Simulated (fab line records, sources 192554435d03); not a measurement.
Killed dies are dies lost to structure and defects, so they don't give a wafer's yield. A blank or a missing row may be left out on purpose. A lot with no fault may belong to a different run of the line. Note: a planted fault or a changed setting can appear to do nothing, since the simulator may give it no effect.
Matching of chambers    flow n5Finfet    N5_HKMG_FIN_DESCUM_17 on rieDiel-01: 4 sister chambers
The step chemistry O2, time 7.9 s. 4 wafers are shown with their chamber, then 7 later ones without.

WAFERS PAIRED WITH THEIR CHAMBERS
wafer   chamber  showerheadPlenumPTorr (Torr)
L079.1  3        2.13
L082.6  2        2.14
L086.2  1        2.15
L086.3  0        2.01

WAFERS MISSING THEIR CHAMBER
wafer   showerheadPlenumPTorr (Torr)
L086.4  2.12
L085.1  2.13
L085.4  2.01
L085.5  2.13
L097.3  2.14
L097.4  2.00
L097.6  2.11

WHICH CHAMBER EACH ONE RAN IN
wafer   from the rows above           in truth
L086.4  can't be placed: 3 or 2       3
L085.1  can't be placed: 3 or 2       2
L085.4  0                             0
L085.5  can't be placed: 3 or 2       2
L097.3  can't be placed: 2 or 1 or 3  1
L097.4  0                             0
L097.6  can't be placed: 3 or 2       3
Correct placement for 2 of the 7. Cannot be placed on the basis of these rows: 5; the candidates contain the true chamber in 5. Placed wrongly: 0.
How it was worked out, from the rows above alone: a wafer's distance from a chamber is the root of the sum, over the readings, of the square of ((its reading less the chamber's mean) divided by the reading's scatter). If the next closest chamber is less than 2 further off than the closest, the wafer can't be placed; otherwise it belongs to the closest. The mean given for a chamber averages the wafers shown for that chamber. The scatter (one wafer shown for each chamber): square how far every hidden wafer sits from the nearest shown wafer, average those squares and take the square root.
